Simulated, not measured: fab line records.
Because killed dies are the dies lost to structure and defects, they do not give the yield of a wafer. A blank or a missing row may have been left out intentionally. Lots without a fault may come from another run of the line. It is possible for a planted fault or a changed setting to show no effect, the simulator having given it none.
Matching of chambers | flow nand harc | NHARC_P_M2_DEP_33 on pecvd-01: 3 sister chambers
The step deposits SiCN, target thk 30 nm. 20 wafers are shown with their chamber, then 10 later ones without.

## WAFERS PAIRED WITH THEIR CHAMBERS
wafer  | chamber | heater power outer w (W) | heater power w (W) | chamber pressure Torr (Torr)
L078.3 | 0       | 357                      | 663                | 2.997
L078.4 | 0       | 363                      | 650                | 3.009
L078.6 | 2       | 475                      | 735                | 3.009
L081.2 | 0       | 382                      | 686                | 2.994
L081.4 | 0       | 384                      | 700                | 2.986
L081.5 | 2       | 424                      | 666                | 2.996
L083.1 | 1       | 403                      | 697                | 3.004
L083.4 | 0       | 437                      | 745                | 2.995
L083.5 | 2       | 497                      | 774                | 2.986
L084.2 | 0       | 394                      | 687                | 3.011
L084.3 | 1       | 319                      | 597                | 3.002
L084.5 | 1       | 328                      | 610                | 2.996
L085.1 | 2       | 498                      | 808                | 3.003
L085.3 | 1       | 363                      | 665                | 2.993
L085.4 | 1       | 362                      | 661                | 2.998
L088.2 | 1       | 319                      | 602                | 2.998
L088.3 | 2       | 489                      | 760                | 3.001
L088.6 | 1       | 328                      | 625                | 2.995
L087.1 | 0       | 407                      | 726                | 3.007
L087.2 | 2       | 453                      | 720                | 2.996

SIGNATURES (averages over the wafers above)
reading               | chamber 0 | chamber 1 | chamber 2 | scatter within a chamber
heater power outer w  | 389.14    | 346.00    | 472.67    | 29.3
heater power w        | 693.86    | 636.71    | 743.83    | 40.1
chamber pressure Torr | 2.99986   | 2.99800   | 2.99850   | 0.00733
Rule: a wafer lies at a distance from a chamber equal to the root of the sum of squares, over the readings, of (its reading less the chamber's mean, divided by the reading's scatter). The wafer belongs to the nearest chamber; if the next one is less than 2 further off, it can't be placed. The scatter: take each reading less its chamber's mean, square it, sum over the shown wafers, divide by the number of wafers less the number of chambers, and take the root.

## WAFERS WITH NO CHAMBER GIVEN
wafer  | heater power outer w (W) | heater power w (W) | chamber pressure Torr (Torr)
L087.4 | 387                      | 699                | 3.009
L089.2 | 429                      | 739                | 2.989
L089.3 | 391                      | 675                | 3.010
L089.6 | 462                      | 703                | 3.010
L091.1 | 355                      | 644                | 2.983
L091.3 | 345                      | 638                | 3.001
L091.6 | 352                      | 620                | 2.999
L094.1 | 487                      | 768                | 2.994
L094.4 | 379                      | 670                | 2.998
L094.6 | 399                      | 671                | 3.004

## WHICH CHAMBER EACH WENT THROUGH
wafer  | from the rows above     | in truth
L087.4 | can't be placed: 0 or 1 | 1
L089.2 | can't be placed: 2 or 0 | 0
L089.3 | can't be placed: 0 or 1 | 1
L089.6 | can't be placed: 2 or 0 | 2
L091.1 | can't be placed: 1 or 0 | 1
L091.3 | can't be placed: 1 or 0 | 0
L091.6 | can't be placed: 1 or 0 | 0
L094.1 | 2                       | 2
L094.4 | can't be placed: 0 or 1 | 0
L094.6 | can't be placed: 0 or 1 | 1
Correctly placed: 1 of 10. Can't be placed from these rows: 9 (the true chamber is among the candidates in 9). Wrongly placed: 0.
